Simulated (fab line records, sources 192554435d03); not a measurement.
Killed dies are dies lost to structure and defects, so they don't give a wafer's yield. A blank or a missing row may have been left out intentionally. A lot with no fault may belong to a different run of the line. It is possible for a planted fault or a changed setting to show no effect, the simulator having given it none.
Matching of chambers    flow n5_finfet    4 sister chambers for N5_BEOL_M4_ETCH_64 on rie_diel-06
The step etches SOC in N2/H2, target depth 75 nm, overetch 22.5 nm, time 121.9 s. 16 wafers are shown with their chamber, then 8 later ones without.

EACH WAFER AND ITS CHAMBER
wafer   chamber  drypump_motor_current_A (A)  showerhead_plenum_p_Torr (Torr)  throttle_valve_pct (%)
L074.1  0        6.4                          2.57                             17.75
L074.4  0        6.4                          2.57                             17.75
L074.6  1        5.8                          2.47                             17.60
L077.2  3        6.4                          2.66                             17.88
L077.4  0        6.4                          2.56                             17.78
L077.6  2        4.9                          2.52                             18.04
L080.1  2        4.9                          2.52                             18.06
L080.3  1        5.8                          2.46                             17.64
L080.5  1        5.8                          2.46                             17.65
L083.1  2        4.9                          2.52                             18.04
L083.5  0        6.4                          2.56                             17.80
L083.6  1        5.7                          2.46                             17.64
L086.1  1        5.8                          2.45                             17.67
L086.3  3        6.4                          2.65                             17.92
L086.6  0        6.4                          2.55                             17.81
L087.2  3        6.4                          2.65                             17.91

SIGNATURES, as means of the wafers listed above
reading                   chamber 0  chamber 1  chamber 2  chamber 3  scatter within a chamber
drypump_motor_current_A   6.400      5.780      4.900      6.400      0.0258
showerhead_plenum_p_Torr  2.5620     2.4600     2.5200     2.6533     0.00675
throttle_valve_pct        17.7780    17.6400    18.0467    17.9033    0.0238
Rule: a wafer lies at a distance from a chamber equal to the root of the sum of squares, over the readings, of (its reading less the chamber's mean, divided by the reading's scatter). If the next closest chamber is less than 2 further off than the closest, the wafer can't be placed; otherwise it belongs to the closest. How the scatter is found: for the shown wafers, subtract from each reading the mean of its chamber, square and add these, divide the total by (wafers less chambers), then take the root.

WAFERS WITH NO CHAMBER GIVEN
wafer   drypump_motor_current_A (A)  showerhead_plenum_p_Torr (Torr)  throttle_valve_pct (%)
L087.5  5.8                          2.45                             17.69
L087.6  4.9                          2.52                             18.07
L095.2  6.4                          2.64                             17.94
L095.5  6.4                          2.64                             17.96
L095.6  5.0                          2.51                             17.66
L096.4  5.7                          2.44                             17.72
L096.5  6.4                          2.64                             17.96
L096.6  4.9                          2.51                             17.68

WHICH CHAMBER EACH ONE RAN IN
wafer   from the rows above  in truth
L087.5  1                    1
L087.6  2                    2
L095.2  3                    3
L095.5  3                    3
L095.6  2                    2
L096.4  1                    1
L096.5  3                    3
L096.6  2                    2
Correct placement for 8 of the 8. Can't be placed from these rows: 0. 0 placed wrongly.
